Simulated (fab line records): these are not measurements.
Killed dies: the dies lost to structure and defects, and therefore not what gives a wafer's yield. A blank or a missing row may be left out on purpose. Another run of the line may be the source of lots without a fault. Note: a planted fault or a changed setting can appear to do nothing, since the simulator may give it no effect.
fab line records || flow n5Finfet
record {"lots": 4, "wafers": 12, "lastDay": 15}
route steps=1938 shown BEOL_M7@1279 PASSIVATION@1936
lots that met no fault: from a run of the same line without faults
startH: hours from the record's opening day to when the first of the lot's shown wafers began || waitH: hours since the lot's step before || " identical to the entry in the row above || L1.1+2: a row that stands for several wafers || - no value, or no start given || * or withheld: withheld || < > ~ a bound
route shown NAME@n: names a module that has steps shown in the file, with the first one's number in the route || usual: the fault-free wafers' mean and standard deviation || same: alike in all rows || chamber/n: place in a boat || sites: per-site readings || _std_site: standard deviation across them || _edge_site: the outer-site mean with the inner-site mean subtracted || radiusMm: how far each site lies from the wafer's centre || mask NAME#n: copy n || behind: tool/chamber where the wafer was last shaped || hold: cause of the lot's hold/its duration in hours/its outcome || device: names the non-switching transistor (n, p or np) || end of line: the same wafers' tests at the end of the route || a step given without rows: its recipe and nothing more || killed: not the wafer's yield, but the dies lost to structure and defects at the first sort || map: per-die view of a wafer (x killed, . not killed, _ where there is no die)
set.NAME: setting as actually run; set.NAME@STEP: the setting as run at that earlier step || model.NAME: the simulator's own value behind a step, which no gauge read
lots seen at some steps along the route; tables by step, rows by wafer
services: a tool's chamber out of use, with start hour (startH, from the record's first day; less than 0 if before it), hours out, and reason
## steps
# step N5_BEOL_M7_DESCUM_16
# recipe {"chemistry": "O2", "timeS": 7.9, "sourcePowerW": 50, "biasPowerW": 20, "pressureMtorr": 20, "rfFrequencyHz": 2.712e+07, "tempC": 40, "resist": "CAR-ArF", "o2FlowSccm": 225}
# step N5_BEOL_M7_ETCH_61
# recipe {"chemistry": "CF4", "target": "SiARC", "targetDepthA": 455, "maskMaterial": "CAR-ArF", "timeS": 75.8, "ionEnergyEv": 80, "pressureMtorr": 40, "sourceW": 545, "biasW": 36, "Ar_flow_sccm": 100, "cf4FlowSccm": 100, "ends": "cleared"}
# step N5_BEOL_M7_ETCH_62
# recipe {"chemistry": "N2/H2", "target": "SOC", "targetDepthA": 1100, "overetchA": 220, "maskMaterial": "SiARC", "tempC": 40, "timeS": 165, "ionEnergyEv": 200, "pressureMtorr": 30, "sourceW": 840, "biasW": 150, "n2FlowSccm": 200, "h2FlowSccm": 200}
# step N5_BEOL_M7_STRIP_68
# recipe {"chemistry": "N2/H2", "tempC": 40, "n2FlowSccm": 200, "h2FlowSccm": 200, "rfFrequencyHz": 6e+07}
# step N5_BEOL_M7_STRIP_67
# recipe {"chemistry": "CF4", "resist": "SiARC", "powerW": 300, "biasPowerW": 75, "pressureMtorr": 50, "cf4FlowSccm": 150, "rfFrequencyHz": 6e+07}
# step N5_BEOL_M7_HM_OPEN_17
# recipe {"chemistry": "Cl2/BCl3", "targetDepthA": 200, "overetchA": 60, "target": "TiN", "maskMaterial": "SOC", "ionEnergyEv": 150, "pressureMtorr": 10, "icpW": 1000, "biasW": 126, "Cl2_flow_sccm": 53.25, "bcl3FlowSccm": 21.75, "Ar_flow_sccm": 25}
# step N5_BEOL_M7_STRIP_19
# recipe {"chemistry": "O2", "powerW": 400, "tempC": 40, "pressureMtorr": 30, "rfFrequencyHz": 6e+07, "biasPowerW": 0, "overashFraction": 0.2, "o2FlowSccm": 225}
# step N5_BEOL_M7_COAT_63
# recipe {"resist": "SOC", "tempC": 250, "timeS": 60, "spinRpm": 1500, "resistThkNm": 60}
# step N5_BEOL_M7_COAT_64
# recipe {"resist": "SiARC", "tempC": 220, "timeS": 60, "spinRpm": 1500, "resistThkNm": 12}
# usual {"spinSpeedRpm": "1500.0/1"}
# same {"timeS": 60}
{"lot.wafer": "L879.1", "tool": "lithoTrack-03", "chamber": 0, "startH": 206.88, "waitH": "-", "spinSpeedRpm": 1500.0, "model.SiARC_of_BEOL_M7_COAT_64.thkNm": 12}
{"lot.wafer": "L879.3", "tool": "lithoTrack-03", "chamber": 0, "startH": 206.88, "waitH": "-", "spinSpeedRpm": 1500.5, "model.SiARC_of_BEOL_M7_COAT_64.thkNm": 12}
{"lot.wafer": "L879.4", "tool": "lithoTrack-03", "chamber": 0, "startH": 206.88, "waitH": "-", "spinSpeedRpm": 1499.2, "model.SiARC_of_BEOL_M7_COAT_64.thkNm": 12}
{"lot.wafer": "L882.1", "tool": "lithoTrack-03", "chamber": 0, "startH": 234.63, "waitH": "-", "spinSpeedRpm": 1436.0, "model.SiARC_of_BEOL_M7_COAT_64.thkNm": 12.4}
{"lot.wafer": "L882.2", "tool": "lithoTrack-03", "chamber": 0, "startH": 234.63, "waitH": "-", "spinSpeedRpm": 1435.7, "model.SiARC_of_BEOL_M7_COAT_64.thkNm": 12.4}
{"lot.wafer": "L882.4", "tool": "lithoTrack-03", "chamber": 0, "startH": 234.63, "waitH": "-", "spinSpeedRpm": 1436.9, "model.SiARC_of_BEOL_M7_COAT_64.thkNm": 12.4}
{"lot.wafer": "L883.2", "tool": "lithoTrack-03", "chamber": 0, "startH": 250.29, "waitH": "-", "spinSpeedRpm": 1435.8, "model.SiARC_of_BEOL_M7_COAT_64.thkNm": 12.2}
{"lot.wafer": "L883.4", "tool": "lithoTrack-03", "chamber": 0, "startH": 250.29, "waitH": "-", "spinSpeedRpm": 1435.2, "model.SiARC_of_BEOL_M7_COAT_64.thkNm": 12.2}
{"lot.wafer": "L883.6", "tool": "lithoTrack-03", "chamber": 0, "startH": 250.29, "waitH": "-", "spinSpeedRpm": 1434.4, "model.SiARC_of_BEOL_M7_COAT_64.thkNm": 12.2}
{"lot.wafer": "L891.3", "tool": "lithoTrack-04", "chamber": 0, "startH": 286.42, "waitH": "-", "spinSpeedRpm": 1500.3, "model.SiARC_of_BEOL_M7_COAT_64.thkNm": 12}
{"lot.wafer": "L891.4", "tool": "lithoTrack-04", "chamber": 0, "startH": 286.42, "waitH": "-", "spinSpeedRpm": 1499.7, "model.SiARC_of_BEOL_M7_COAT_64.thkNm": 12}
{"lot.wafer": "L891.6", "tool": "lithoTrack-04", "chamber": 0, "startH": 286.42, "waitH": "-", "spinSpeedRpm": 1501.9, "model.SiARC_of_BEOL_M7_COAT_64.thkNm": 12}
# step N5_BEOL_M7_COAT_71
# recipe {"resist": "underlayer", "tempC": 205, "timeS": 60, "spinRpm": 1500, "resistThkNm": 5}
# step N5_BEOL_M7_COAT_22
# recipe {"resist": "CAR-EUV", "spinRpm": 1500, "resistThkNm": 30}
# step N5_BEOL_M7_EBR_24
# recipe {"solvent": "PGMEA", "ebrWidthMm": 1.5}
# step N5_BEOL_M7_SOFTBAKE_23
# recipe {"tempC": 110, "timeS": 60, "resist": "CAR-EUV"}
# step N5_BEOL_M7_EXPOSE_25
# recipe {"maskId": "V6", "na": 0.33, "sourceShape": "annular", "sigmaInner": 0.4, "sigmaOuter": 0.8, "polarization": "unpolarized", "targetCdNm": 40, "doseMj": 42.5}
# step N5_BEOL_M7_PEB_26
# recipe {"pebTempC": 100, "pebTimeS": 60, "resist": "CAR-EUV"}
# step N5_BEOL_M7_DEVELOP_27
# recipe {"developTimeS": 30, "developer": "TMAH", "resist": "CAR-EUV", "rinseLiquid": "surfactantRinse", "dry": "airSpin", "devTempC": 23}
# step N5_BEOL_M7_DESCUM_33
# recipe {"chemistry": "O2", "timeS": 7, "sourcePowerW": 50, "biasPowerW": 20, "pressureMtorr": 20, "rfFrequencyHz": 2.712e+07, "tempC": 40, "resist": "CAR-EUV", "o2FlowSccm": 225}
# step N5_BEOL_M7_ETCH_72
# recipe {"chemistry": "N2/H2", "target": "underlayer", "targetDepthA": 65, "maskMaterial": "CAR-EUV", "timeS": 5.2, "ionEnergyEv": 200, "pressureMtorr": 30, "sourceW": 840, "biasW": 150, "n2FlowSccm": 200, "h2FlowSccm": 200, "ends": "cleared"}
# step N5_BEOL_M7_ETCH_65
# recipe {"chemistry": "CF4", "target": "SiARC", "targetDepthA": 156, "maskMaterial": "CAR-EUV", "timeS": 26, "ionEnergyEv": 80, "pressureMtorr": 40, "sourceW": 545, "biasW": 36, "Ar_flow_sccm": 100, "cf4FlowSccm": 100, "ends": "cleared"}
# usual {"drypumpMotorCurrentA": "5.6/0.46", "etchRfOnTimeS": "25.8/0.42", "oesProductAu": "0.71/0.061", "rfVppV": "184.4/1.3", "showerheadPlenumPTorr": "2.17/0.081", "throttleValvePct": "15.58/0.21"}
{"lot.wafer": "L879.1", "tool": "rieDiel-01", "chamber": 0, "startH": 207.45, "waitH": 0.0, "drypumpMotorCurrentA": 5.1, "etchRfOnTimeS": 25.9, "oesProductAu": 0.74, "rfHoursCounterH": 54, "rfVppV": 185.9, "showerheadPlenumPTorr": 2.26, "throttleValvePct": 15.50, "model.etch.depthNm": 12.04}
{"lot.wafer": "L879.3", "tool": "rieDiel-01", "chamber": 3, "startH": 207.45, "waitH": 0.0, "drypumpMotorCurrentA": 5.5, "etchRfOnTimeS": 24.8, "oesProductAu": 0.75, "rfHoursCounterH": 54, "rfVppV": 183.9, "showerheadPlenumPTorr": 2.17, "throttleValvePct": 15.51, "model.etch.depthNm": 12.02}
{"lot.wafer": "L879.4", "tool": "rieDiel-01", "chamber": 0, "startH": 207.45, "waitH": 0.0, "drypumpMotorCurrentA": 5.1, "etchRfOnTimeS": 26.1, "oesProductAu": 0.73, "rfHoursCounterH": "-", "rfVppV": 183.8, "showerheadPlenumPTorr": 2.26, "throttleValvePct": 15.50, "model.etch.depthNm": 12.05}
{"lot.wafer": "L882.1", "tool": "rieDiel-03", "chamber": 2, "startH": 235.55, "waitH": 0.0, "drypumpMotorCurrentA": 5.4, "etchRfOnTimeS": 26.7, "oesProductAu": 0.69, "rfHoursCounterH": 102, "rfVppV": 185.0, "showerheadPlenumPTorr": 2.24, "throttleValvePct": 15.87, "model.etch.depthNm": 12.33}
{"lot.wafer": "L882.2", "tool": "rieDiel-03", "chamber": 1, "startH": 235.55, "waitH": 0.0, "drypumpMotorCurrentA": 5.9, "etchRfOnTimeS": 26.7, "oesProductAu": 0.72, "rfHoursCounterH": 62, "rfVppV": 183.9, "showerheadPlenumPTorr": 2.17, "throttleValvePct": 15.50, "model.etch.depthNm": 12.33}
{"lot.wafer": "L882.4", "tool": "rieDiel-03", "chamber": 3, "startH": 235.55, "waitH": 0.0, "drypumpMotorCurrentA": 4.7, "etchRfOnTimeS": 27.2, "oesProductAu": 0.70, "rfHoursCounterH": "-", "rfVppV": 183.3, "showerheadPlenumPTorr": 2.08, "throttleValvePct": 15.74, "model.etch.depthNm": 12.35}
{"lot.wafer": "L883.2", "tool": "rieDiel-03", "chamber": 3, "startH": 251.18, "waitH": 0.0, "drypumpMotorCurrentA": 4.7, "etchRfOnTimeS": 27.0, "oesProductAu": 0.69, "rfHoursCounterH": 78, "rfVppV": 183.7, "showerheadPlenumPTorr": 2.08, "throttleValvePct": 15.78, "model.etch.depthNm": 12.29}
{"lot.wafer": "L883.4", "tool": "rieDiel-03", "chamber": 1, "startH": 251.18, "waitH": 0.0, "drypumpMotorCurrentA": 5.9, "etchRfOnTimeS": 26.6, "oesProductAu": 0.72, "rfHoursCounterH": 67, "rfVppV": 184.7, "showerheadPlenumPTorr": 2.17, "throttleValvePct": 15.52, "model.etch.depthNm": 12.28}
{"lot.wafer": "L883.6", "tool": "rieDiel-03", "chamber": 2, "startH": 251.18, "waitH": 0.0, "drypumpMotorCurrentA": 5.4, "etchRfOnTimeS": 26.6, "oesProductAu": 0.68, "rfHoursCounterH": "-", "rfVppV": 185.6, "showerheadPlenumPTorr": 2.24, "throttleValvePct": 15.87, "model.etch.depthNm": 12.25}
{"lot.wafer": "L891.3", "tool": "rieDiel-03", "chamber": 2, "startH": 286.94, "waitH": 0.0, "drypumpMotorCurrentA": 5.4, "etchRfOnTimeS": 25.9, "oesProductAu": 0.69, "rfHoursCounterH": 120, "rfVppV": 187.2, "showerheadPlenumPTorr": 2.24, "throttleValvePct": 15.91, "model.etch.depthNm": 12.07}
{"lot.wafer": "L891.4", "tool": "rieDiel-03", "chamber": 2, "startH": 286.94, "waitH": 0.0, "drypumpMotorCurrentA": 5.4, "etchRfOnTimeS": 25.9, "oesProductAu": 0.68, "rfHoursCounterH": "-", "rfVppV": 186.8, "showerheadPlenumPTorr": 2.24, "throttleValvePct": 15.88, "model.etch.depthNm": 12.03}
{"lot.wafer": "L891.6", "tool": "rieDiel-03", "chamber": 1, "startH": 286.94, "waitH": 0.0, "drypumpMotorCurrentA": 5.9, "etchRfOnTimeS": 26.0, "oesProductAu": 0.70, "rfHoursCounterH": "-", "rfVppV": 186.1, "showerheadPlenumPTorr": 2.17, "throttleValvePct": 15.55, "model.etch.depthNm": 12.05}
# step N5_BEOL_M7_ETCH_66
# recipe {"chemistry": "N2/H2", "target": "SOC", "targetDepthA": 800, "overetchA": 160, "maskMaterial": "SiARC", "tempC": 40, "timeS": 120, "ionEnergyEv": 200, "pressureMtorr": 30, "sourceW": 840, "biasW": 150, "n2FlowSccm": 200, "h2FlowSccm": 200}
# step N5_PASSIVATION_PROBE_49
# usual {"defectLimitedYield": "91.1/1.3", "killed_at_M0_to_M3": "34/10", "killed_at_M4_up": "14/5.7", "killedAtContacts": "12/5.9", "killedAtFrontEnd": "41/12", "killedAtOther": "4/3.1", "killedDies": "105/15", "killedOnRim": "14/4.2", "killedOpen": "69/11", "killedShort": "35/7.8", "sort_bin_5_function": "5.3/0.81", "sort_bin_6_memory": "3.3/0.75", "sortNPass": "1075/15", "sortYieldPct": "91.1/1.3"}
# same {"grossDies": 1180, "killedAtBackSide": 0, "sort_bin_4_leakage[%]": 0, "sort_bin_8_speed[%]": 0}
{"lot.wafer": "L882.1", "tool": "prober-01", "chamber": "-", "startH": 316.64, "waitH": 0.0, "defectLimitedYield[%]": 92.3, "killed_at_M0_to_M3": 22, "killed_at_M4_up": 26, "killedAtContacts": 8, "killedAtFrontEnd": 30, "killedAtOther": 5, "killedDies": 91, "killedOnRim": 10, "killedOpen": 55, "killedShort": 33, "sort_bin_5_function[%]": 5.0, "sort_bin_6_memory[%]": 2.5, "sortNPass": 1089, "sortYieldPct[%]": 92.3}
{"lot.wafer": "L882.2", "tool": "prober-01", "chamber": "-", "startH": 316.69, "waitH": 0.1, "defectLimitedYield[%]": 91.2, "killed_at_M0_to_M3": 28, "killed_at_M4_up": 31, "killedAtContacts": 7, "killedAtFrontEnd": 37, "killedAtOther": 1, "killedDies": 104, "killedOnRim": 14, "killedOpen": 69, "killedShort": 32, "sort_bin_5_function[%]": 5.3, "sort_bin_6_memory[%]": 2.9, "sortNPass": 1076, "sortYieldPct[%]": 91.2}
{"lot.wafer": "L882.4", "tool": "prober-01", "chamber": "-", "startH": 316.79, "waitH": 0.2, "defectLimitedYield[%]": 91.7, "killed_at_M0_to_M3": 44, "killed_at_M4_up": 16, "killedAtContacts": 6, "killedAtFrontEnd": 31, "killedAtOther": 1, "killedDies": 98, "killedOnRim": 12, "killedOpen": 64, "killedShort": 32, "sort_bin_5_function[%]": 4.6, "sort_bin_6_memory[%]": 3.6, "sortNPass": 1082, "sortYieldPct[%]": 91.7}
{"lot.wafer": "L883.2", "tool": "prober-01", "chamber": "-", "startH": 336.55, "waitH": 0.1, "defectLimitedYield[%]": 90.5, "killed_at_M0_to_M3": 29, "killed_at_M4_up": 18, "killedAtContacts": 24, "killedAtFrontEnd": 38, "killedAtOther": 3, "killedDies": 112, "killedOnRim": 18, "killedOpen": 82, "killedShort": 30, "sort_bin_5_function[%]": 5.9, "sort_bin_6_memory[%]": 3.2, "sortNPass": 1068, "sortYieldPct[%]": 90.5}
{"lot.wafer": "L883.4", "tool": "prober-01", "chamber": "-", "startH": 336.65, "waitH": 0.2, "defectLimitedYield[%]": 90.0, "killed_at_M0_to_M3": 38, "killed_at_M4_up": 14, "killedAtContacts": 11, "killedAtFrontEnd": 55, "killedAtOther": 0, "killedDies": 118, "killedOnRim": 12, "killedOpen": 68, "killedShort": 50, "sort_bin_5_function[%]": 5.9, "sort_bin_6_memory[%]": 3.7, "sortNPass": 1062, "sortYieldPct[%]": 90.0}
{"lot.wafer": "L883.6", "tool": "prober-01", "chamber": "-", "startH": 336.75, "waitH": 0.3, "defectLimitedYield[%]": 90.8, "killed_at_M0_to_M3": 44, "killed_at_M4_up": 14, "killedAtContacts": 23, "killedAtFrontEnd": 28, "killedAtOther": 0, "killedDies": 109, "killedOnRim": 19, "killedOpen": 76, "killedShort": 33, "sort_bin_5_function[%]": 4.8, "sort_bin_6_memory[%]": 4.2, "sortNPass": 1071, "sortYieldPct[%]": 90.8}
{"lot.wafer": "L891.3", "tool": "prober-02", "chamber": "-", "startH": 368.59, "waitH": 0.5, "defectLimitedYield[%]": 93.2, "killed_at_M0_to_M3": 29, "killed_at_M4_up": 14, "killedAtContacts": 8, "killedAtFrontEnd": 27, "killedAtOther": 2, "killedDies": 80, "killedOnRim": 8, "killedOpen": 53, "killedShort": 27, "sort_bin_5_function[%]": 4.2, "sort_bin_6_memory[%]": 2.5, "sortNPass": 1100, "sortYieldPct[%]": 93.2}
{"lot.wafer": "L891.4", "tool": "prober-02", "chamber": "-", "startH": 368.64, "waitH": 0.5, "defectLimitedYield[%]": 92.0, "killed_at_M0_to_M3": 26, "killed_at_M4_up": 18, "killedAtContacts": 13, "killedAtFrontEnd": 34, "killedAtOther": 3, "killedDies": 94, "killedOnRim": 12, "killedOpen": 63, "killedShort": 31, "sort_bin_5_function[%]": 4.8, "sort_bin_6_memory[%]": 3.0, "sortNPass": 1086, "sortYieldPct[%]": 92.0}
{"lot.wafer": "L891.6", "tool": "prober-02", "chamber": "-", "startH": 368.74, "waitH": 0.6, "defectLimitedYield[%]": 90.4, "killed_at_M0_to_M3": 36, "killed_at_M4_up": 23, "killedAtContacts": 8, "killedAtFrontEnd": 42, "killedAtOther": 4, "killedDies": 113, "killedOnRim": 13, "killedOpen": 67, "killedShort": 45, "sort_bin_5_function[%]": 5.5, "sort_bin_6_memory[%]": 3.7, "sortNPass": 1067, "sortYieldPct[%]": 90.4}
# killed by level:class
L882.1 BEOL_M4:geometricParticle:open=12 STI_FIN_REVEAL:geometricParticle:open=10 GATE_CUT:geometricParticle:short=5 MOL_CONTACT_COAG:geometricParticle:open=5 BEOL_M3:geometricParticle:open=5 BEOL_M5:geometricParticle:open=5 BEOL_M0_SAQP:geometricParticle:short=4 BEOL_M0_SAQP:geometricParticle:open=4
L882.2 BEOL_M4:geometricParticle:open=19 FIN_SAQP:geometricParticle:open=7 DUMMY_GATE:geometricParticle:open=6 GATE_CUT:geometricParticle:short=6 STI_FIN_REVEAL:geometricParticle:open=5 MOL_CONTACT_COAG:geometricParticle:open=5 BEOL_M0_SAQP:geometricParticle:short=5 BEOL_M1:geometricParticle:open=5
L882.4 BEOL_M0_SAQP:geometricParticle:short=11 BEOL_M2:geometricParticle:open=10 BEOL_M0_SAQP:geometricParticle:open=8 BEOL_M4:geometricParticle:open=8 STI_FIN_REVEAL:geometricParticle:open=7 FIN_SAQP:geometricParticle:open=6 MOL_CONTACT_COAG:geometricParticle:open=6 FIN_SAQP:geometricParticle:short=5
L883.2 MOL_CONTACT_COAG:geometricParticle:open=21 FIN_SAQP:geometricParticle:open=11 BEOL_M3:geometricParticle:open=11 BEOL_M4:geometricParticle:open=10 BEOL_M0_SAQP:geometricParticle:open=7 FIN_SAQP:geometricParticle:short=6 DUMMY_GATE:geometricParticle:open=6 STI_FIN_REVEAL:geometricParticle:open=4
L883.4 FIN_SAQP:geometricParticle:short=18 STI_FIN_REVEAL:geometricParticle:open=10 FIN_SAQP:geometricParticle:open=9 DUMMY_GATE:geometricParticle:open=7 MOL_CONTACT_COAG:geometricParticle:open=7 BEOL_M2:geometricParticle:open=7 BEOL_M4:geometricParticle:open=7 BEOL_M0_SAQP:geometricParticle:short=6
L883.6 MOL_CONTACT_COAG:geometricParticle:open=23 BEOL_M0_SAQP:geometricParticle:short=10 BEOL_M0_SAQP:geometricParticle:open=9 STI_FIN_REVEAL:geometricParticle:open=7 BEOL_M3:geometricParticle:open=7 BEOL_M1:geometricParticle:open=5 BEOL_M2:geometricParticle:open=5 BEOL_M4:geometricParticle:open=5
L891.3 BEOL_M1:geometricParticle:open=9 BEOL_M4:geometricParticle:open=9 FIN_SAQP:geometricParticle:open=7 MOL_CONTACT_COAG:geometricParticle:open=7 BEOL_M0_SAQP:geometricParticle:short=7 GATE_CUT:geometricParticle:short=5 ILD0:geometricParticle:short=5 BEOL_M2:geometricParticle:open=5
L891.4 BEOL_M1:geometricParticle:open=11 FIN_SAQP:geometricParticle:open=10 MOL_CONTACT_COAG:geometricParticle:open=10 BEOL_M4:geometricParticle:open=8 BEOL_M0_SAQP:geometricParticle:short=4 BEOL_M1:geometricParticle:short=4 BEOL_M6:geometricParticle:open=4 FIN_SAQP:geometricParticle:short=3
L891.6 BEOL_M4:geometricParticle:open=12 BEOL_M0_SAQP:geometricParticle:short=11 BEOL_M0_SAQP:geometricParticle:open=7 FIN_SAQP:geometricParticle:open=6 FIN_SAQP:geometricParticle:short=6 MOL_CONTACT_COAG:geometricParticle:open=6 BEOL_M1:geometricParticle:open=6 STI_FIN_REVEAL:geometricParticle:open=5
## services
{"tool": "rieDiel-01", "chamber": 2, "startH": 199.95, "hours": "-", "kind": "clean"}
{"tool": "rieDiel-01", "chamber": 2, "startH": 199.95, "hours": "-", "kind": "consumableReplace:focusRing"}
{"tool": "rieDiel-01", "chamber": 2, "startH": 199.95, "hours": 21.3, "kind": "scheduledDown"}
{"tool": "rieDiel-01", "chamber": 2, "startH": 199.95, "hours": 21.3, "kind": "ventCycle"}
{"tool": "rieDiel-03", "chamber": 0, "startH": 219.55, "hours": "-", "kind": "clean"}
{"tool": "rieDiel-03", "chamber": 0, "startH": 219.55, "hours": "-", "kind": "consumableReplace:focusRing"}
{"tool": "rieDiel-03", "chamber": 0, "startH": 219.55, "hours": "-", "kind": "consumableReplace:showerhead"}
{"tool": "rieDiel-03", "chamber": 0, "startH": 219.55, "hours": 19.9, "kind": "scheduledDown"}
{"tool": "rieDiel-03", "chamber": 0, "startH": 219.55, "hours": 19.9, "kind": "ventCycle"}
{"tool": "lithoTrack-03", "chamber": "-", "startH": 266.70, "hours": "-", "kind": "consumableReplace:filter"}
{"tool": "rieDiel-01", "chamber": 0, "startH": 269.66, "hours": 2.1, "kind": "repair"}
{"tool": "rieDiel-01", "chamber": 0, "startH": 275.75, "hours": 4.7, "kind": "repair"}
{"tool": "rieDiel-03", "chamber": 3, "startH": 282.13, "hours": 10.9, "kind": "repair"}
## key
firstSign {"step": "N5_BEOL_M7_COAT_64", "reading": "spinSpeedRpm", "direction": "down", "sigmas": 64, "usual": "*", "struck": "*"}
effect none on later readings
modelEffect {"step": "N5_BEOL_M7_COAT_64", "value": "SiARC_of_BEOL_M7_COAT_64.thkNm", "without": 12, "struck": 12.3}
modelEffect {"step": "N5_BEOL_M7_ETCH_65", "value": "etch.depthNm", "without": 12.04, "struck": 12.3}
metAt N5_BEOL_M7_COAT_64
struckWafers L882.1,L882.2,L882.4,L883.2,L883.4,L883.6
onsetBetween 206.88 234.63
fault {"kind": "processParameterDrift", "tool": "lithoTrack-03", "chamber": "-", "onsetH": 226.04, "steps": "N5_BEOL_M7_COAT_64", "channel": "spinRpm", "offset": "*", "shape": "step", "endH": 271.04, "actsIn": "*", "stated": "*"}
